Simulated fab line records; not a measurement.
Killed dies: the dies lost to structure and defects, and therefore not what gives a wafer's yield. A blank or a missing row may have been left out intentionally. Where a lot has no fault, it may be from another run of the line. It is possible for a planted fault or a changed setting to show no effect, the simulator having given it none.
Which tool is to blame?    flow n5 finfet    24 lots with 72 wafers sampled at 5 steps, on a route of 1938 steps

## WHAT EACH GAUGE READ, for each wafer
N5_BEOL_M1_THK_MEAS_53: measures by xrf. Usual: M1_THK 39.5 nm, standard deviation 1.5.
lot   measured      on             M1_THK (nm)     flag
L074  day 6 18:20   film metro-01  39.4 40.9 42.9  
L075  day 6 21:15   film metro-02  42.4 41.7 42.7  
L076  day 6 21:22   film metro-02  38.3 38.5 41.4  
L077  day 7 02:56   film metro-02  38.9 40.9 41.6  
L078  day 7 04:38   film metro-02  37.0 37.4 36.4  
L079  day 7 19:02   film metro-01  38.7 38.7 39.3  
L080  day 7 21:49   film metro-01  39.1 40.2 41.7  
L081  day 8 03:57   film metro-02  39.4 40.2 39.7  
L082  day 8 07:10   film metro-01  38.5 37.3 37.3  
L083  day 8 14:22   film metro-01  37.0 38.9 38.6  
L084  day 8 20:17   film metro-02  40.6 39.7 41.4  
L085  day 9 06:18   film metro-01  38.7 37.8 41.3  
L086  day 9 08:47   film metro-02  38.6 38.8 40.4  
L087  day 9 21:10   film metro-02  38.7 39.9 40.1  
L088  day 9 23:34   film metro-01  40.6 40.0 42.0  
L090  day 10 06:45  film metro-02  41.6 40.2 40.5  
L089  day 10 07:14  film metro-01  38.3 40.5 39.6  
L091  day 10 13:11  film metro-01  37.5 39.1 37.9  
L092  day 11 00:34  film metro-02  38.4 36.6 37.2  
L093  day 11 05:15  film metro-02  39.3 41.4 41.3  
L094  day 11 10:52  film metro-02  38.7 39.3 40.6  
L095  day 11 15:44  film metro-02  39.5 38.5 41.0  
L096  day 11 16:45  film metro-02  39.1 40.3 39.1  
L097  day 12 02:41  film metro-02  39.9 40.2 41.3  

## EACH LOT AND THE TOOL THAT RAN IT (in order: tool; ch and the chambers of the sampled wafers; start)
lot   N5_BEOL_M0_ANNEAL_133         N5_BEOL_M1_ILD_DEP_00            N5_BEOL_M1_ETCHBACK_99              N5_BEOL_M1_ANNEAL_51
L074  pvd sputter-02, day 6 05:26   pecvd-02 ch 0,2, day 6 06:46     rie diel-03 ch 2,3, day 6 14:11     rtp anneal-01 ch 0, day 6 17:44
L075  pvd sputter-03, day 6 10:48   pecvd-02 ch 0,1,2, day 6 12:07   rie diel-03 ch 0,2,3, day 6 16:58   rtp anneal-01 ch 0, day 6 20:48
L076  pvd sputter-01, day 6 13:04   pecvd-01 ch 0,1,2, day 6 14:20   rie diel-01 ch 1,2,3, day 6 16:57   rtp anneal-02 ch 0, day 6 20:49
L077  pvd sputter-01, day 6 17:28   pecvd-01 ch 0,1, day 6 18:47     rie diel-03 ch 0,1,2, day 6 23:02   rtp anneal-02 ch 0, day 7 02:20
L078  pvd sputter-03, day 6 19:08   pecvd-04 ch 0,2, day 6 20:26     rie diel-03 ch 0,1,2, day 7 00:08   rtp anneal-02 ch 0, day 7 04:02
L079  pvd sputter-03, day 7 06:52   pecvd-01 ch 0,1, day 7 08:10     rie diel-03 ch 0,1,3, day 7 13:05   rtp anneal-02 ch 0, day 7 18:26
L080  pvd sputter-01, day 7 08:49   pecvd-04 ch 1,2, day 7 10:44     rie diel-03 ch 0,1,3, day 7 17:49   rtp anneal-01 ch 0, day 7 21:17
L081  pvd sputter-03, day 7 19:11   pecvd-01 ch 1,2, day 7 20:28     rie diel-01 ch 0,2, day 7 23:54     rtp anneal-01 ch 0, day 8 03:24
L082  pvd sputter-02, day 7 21:13   pecvd-04 ch 0,1,2, day 7 22:36   rie diel-01 ch 1,2,3, day 8 02:46   rtp anneal-01 ch 0, day 8 06:40
L083  pvd sputter-02, day 8 04:02   pecvd-02 ch 0,1, day 8 05:20     rie diel-01 ch 1,2,3, day 8 09:57   rtp anneal-01 ch 0, day 8 13:49
L084  pvd sputter-01, day 8 09:32   pecvd-04 ch 1,2, day 8 10:50     rie diel-04 ch 0,1,2, day 8 15:37   rtp anneal-02 ch 0, day 8 19:44
L085  pvd sputter-03, day 8 19:46   pecvd-01 ch 0,1,2, day 8 21:03   rie diel-04 ch 0,2,3, day 9 01:47   rtp anneal-01 ch 0, day 9 05:46
L086  pvd sputter-02, day 8 21:54   pecvd-04 ch 0,2, day 8 23:37     rie diel-03 ch 0,2,3, day 9 04:43   rtp anneal-01 ch 0, day 9 08:11
L087  pvd sputter-03, day 9 04:16   pecvd-04 ch 0,1,2, day 9 05:35   rie diel-03 ch 0,1, day 9 15:32     rtp anneal-01 ch 0, day 9 20:33
L088  pvd sputter-03, day 9 11:56   pecvd-04 ch 1,2, day 9 13:14     rie diel-04 ch 1,2, day 9 19:16     rtp anneal-01 ch 0, day 9 22:58
L090  pvd sputter-03, day 9 21:14   pecvd-02 ch 0,2, day 9 22:57     rie diel-04 ch 1,2, day 10 02:22    rtp anneal-02 ch 0, day 10 06:12
L089  pvd sputter-03, day 9 21:52   pecvd-02 ch 0,2, day 9 23:08     rie diel-01 ch 1,2,3, day 10 02:37  rtp anneal-01 ch 0, day 10 06:38
L091  pvd sputter-01, day 10 03:55  pecvd-04 ch 0,1, day 10 05:28    rie diel-01 ch 0,1,2, day 10 08:52  rtp anneal-01 ch 0, day 10 12:38
L092  pvd sputter-02, day 10 09:58  pecvd-04 ch 0,1,2, day 10 11:18  rie diel-03 ch 0,2,3, day 10 19:14  rtp anneal-01 ch 0, day 10 23:58
L093  pvd sputter-03, day 10 15:26  pecvd-04 ch 1,2, day 10 16:54    rie diel-01 ch 0,3, day 11 01:23    rtp anneal-01 ch 0, day 11 04:45
L094  pvd sputter-03, day 10 23:31  pecvd-02 ch 0,1, day 11 00:50    rie diel-04 ch 0,1,2, day 11 06:33  rtp anneal-02 ch 0, day 11 10:16
L095  pvd sputter-01, day 11 04:44  pecvd-01 ch 0,1,2, day 11 06:05  rie diel-04 ch 1,2,3, day 11 11:46  rtp anneal-02 ch 0, day 11 15:11
L096  pvd sputter-02, day 11 07:36  pecvd-01 ch 0,1, day 11 09:01    rie diel-03 ch 1,2,3, day 11 12:09  rtp anneal-01 ch 0, day 11 16:03
L097  pvd sputter-02, day 11 12:43  pecvd-04 ch 0,1, day 11 14:20    rie diel-04 ch 0,1, day 11 20:58    rtp anneal-02 ch 0, day 12 02:10
- N5_BEOL_M0_ANNEAL_133: time 60 s.
- N5_BEOL_M1_ILD_DEP_00: deposits SiOC from DEMS/O2, target thk 79 nm, time 15.3 s.
- N5_BEOL_M1_ETCHBACK_99: etches SiO2 in CHF3, target depth 5 nm, time 10.4 s.
- N5_BEOL_M1_ANNEAL_51: time 90 s.

## AS READ BY THE TOOLS THEMSELVES (means over the sampled wafers that have a number; for cases with no such wafer, the mark the record gives instead)
N5_BEOL_M0_ANNEAL_133. Usual: heater power w 843 W, standard deviation 66.
lot   tool            heater power w (W)  flag
L074  pvd sputter-02  853                 
L075  pvd sputter-03  862                 
L076  pvd sputter-01  793                 
L077  pvd sputter-01  800                 
L078  pvd sputter-03  836                 
L079  pvd sputter-03  827                 
L080  pvd sputter-01  804                 
L081  pvd sputter-03  820                 
L082  pvd sputter-02  849                 
L083  pvd sputter-02  853                 
L084  pvd sputter-01  778                 
L085  pvd sputter-03  823                 
L086  pvd sputter-02  959                 
L087  pvd sputter-03  793                 
L088  pvd sputter-03  834                 
L090  pvd sputter-03  809                 
L089  pvd sputter-03  832                 
L091  pvd sputter-01  814                 
L092  pvd sputter-02  924                 
L093  pvd sputter-03  833                 
L094  pvd sputter-03  864                 
L095  pvd sputter-01  791                 
L096  pvd sputter-02  911                 
L097  pvd sputter-02  876                 

N5_BEOL_M1_ILD_DEP_00. Usual: heater power w 498 W, standard deviation 66; showerhead plenum p Torr 5.699 Torr, standard deviation 0.018; throttle valve pct 12.0 %, standard deviation 0.67.
lot   tool      heater power w (W)  showerhead plenum p Torr (Torr)  throttle valve pct (%)  flag
L074  pecvd-02  457                 5.672                            11.8                    
L075  pecvd-02  418                 5.685                            11.9                    
L076  pecvd-01  502                 5.710                            12.2                    
L077  pecvd-01  464                 5.694                            12.5                    
L078  pecvd-04  466                 5.693                            11.7                    
L079  pecvd-01  539                 5.708                            13.1                    
L080  pecvd-04  561                 5.711                            12.3                    
L081  pecvd-01  538                 5.711                            12.9                    
L082  pecvd-04  532                 5.700                            12.0                    
L083  pecvd-02  398                 5.674                            11.7                    
L084  pecvd-04  590                 5.708                            12.0                    
L085  pecvd-01  507                 5.701                            12.3                    
L086  pecvd-04  498                 5.695                            11.7                    
L087  pecvd-04  550                 5.709                            12.1                    
L088  pecvd-04  498                 5.706                            12.2                    
L090  pecvd-02  487                 5.682                            11.9                    
L089  pecvd-02  497                 5.688                            12.0                    
L091  pecvd-04  560                 5.709                            12.4                    
L092  pecvd-04  517                 5.709                            12.0                    
L093  pecvd-04  585                 5.701                            12.0                    
L094  pecvd-02  425                 5.672                            11.7                    
L095  pecvd-01  481                 5.709                            12.3                    
L096  pecvd-01  495                 5.696                            12.4                    
L097  pecvd-04  516                 5.716                            12.5                    

N5_BEOL_M1_ETCHBACK_99. Usual: drypump motor current A 5.8 A, standard deviation 0.58; oes product au 0.80 a.u., standard deviation 0.093; rf vpp V 244 V, standard deviation 4.4; showerhead plenum p Torr 2.15 Torr, standard deviation 0.063; throttle valve pct 17.07 %, standard deviation 0.29.
lot   tool         drypump motor current A (A)  oes product au (a.u.)  rf vpp V (V)  showerhead plenum p Torr (Torr)  throttle valve pct (%)  flag
L074  rie diel-03  6.0                          0.72                   248           2.18                             17.18                   
L075  rie diel-03  5.6                          0.76                   246           2.16                             17.01                   
L076  rie diel-01  5.9                          0.88                   239           2.11                             16.92                   
L077  rie diel-03  5.3                          0.78                   245           2.13                             16.97                   
L078  rie diel-03  5.3                          0.78                   244           2.13                             16.98                   
L079  rie diel-03  5.5                          0.78                   245           2.19                             16.91                   
L080  rie diel-03  5.5                          0.78                   245           2.19                             16.92                   
L081  rie diel-01  5.2                          0.92                   239           2.16                             16.74                   
L082  rie diel-01  5.9                          0.86                   239           2.11                             16.94                   
L083  rie diel-01  5.9                          0.85                   240           2.11                             16.94                   
L084  rie diel-04  6.0                          0.78                   247           2.20                             17.33                   
L085  rie diel-04  6.0                          0.76                   247           2.16                             17.41                   
L086  rie diel-03  5.6                          0.75                   245           2.15                             17.03                   
L087  rie diel-03  5.2                          0.77                   244           2.16                             16.90                   
L088  rie diel-04  6.0                          0.83                   251           2.21                             17.19                   
L090  rie diel-04  6.2                          0.80                   250           2.19                             17.18                   
L089  rie diel-01  5.9                          0.83                   239           2.10                             16.97                   
L091  rie diel-01  5.3                          0.83                   237           2.12                             16.93                   
L092  rie diel-03  5.6                          0.74                   245           2.15                             17.06                   
L093  rie diel-01  5.8                          0.85                   241           2.13                             16.97                   
L094  rie diel-04  6.0                          0.85                   246           2.20                             17.21                   
L095  rie diel-04  6.3                          0.77                   248           2.15                             17.27                   
L096  rie diel-03  5.7                          0.71                   246           2.14                             17.22                   
L097  rie diel-04  6.2                          0.82                   245           2.19                             17.20                   

N5_BEOL_M1_ANNEAL_51. Usual: wafer_temp_C_max 226.5, standard deviation 0.43.
lot   tool           wafer_temp_C_max  flag
L074  rtp anneal-01  226.2             
L075  rtp anneal-01  226.8             
L076  rtp anneal-02  226.0             
L077  rtp anneal-02  226.2             
L078  rtp anneal-02  226.0             
L079  rtp anneal-02  226.0             
L080  rtp anneal-01  226.6             
L081  rtp anneal-01  226.8             
L082  rtp anneal-01  226.5             
L083  rtp anneal-01  226.8             
L084  rtp anneal-02  226.2             
L085  rtp anneal-01  226.9             
L086  rtp anneal-01  226.9             
L087  rtp anneal-01  226.5             
L088  rtp anneal-01  226.7             
L090  rtp anneal-02  225.9             
L089  rtp anneal-01  226.2             
L091  rtp anneal-01  226.6             
L092  rtp anneal-01  226.4             
L093  rtp anneal-01  226.8             
L094  rtp anneal-02  226.2             
L095  rtp anneal-02  226.3             
L096  rtp anneal-01  226.8             
L097  rtp anneal-02  226.1             

## THE ANSWER, worked out from the rows above alone
Rule: lot off if the mean of its wafers having a number is beyond 3 standard deviations from the usual mean. A lot without any number at a reading at which 4 lots or more have one is off too. All remaining lots with rows at the step are treated as sound. First the gauges in route order, then the tools' own readings, where a lot's mean is used as printed above. The first step at which some lot is off is used, and at that step the reading that is off furthest; a lot without a number counts as furthest.
Nothing can be told from this: no lot is off at any reading shown.

## WHAT THE SIMULATOR HAD INSERTED
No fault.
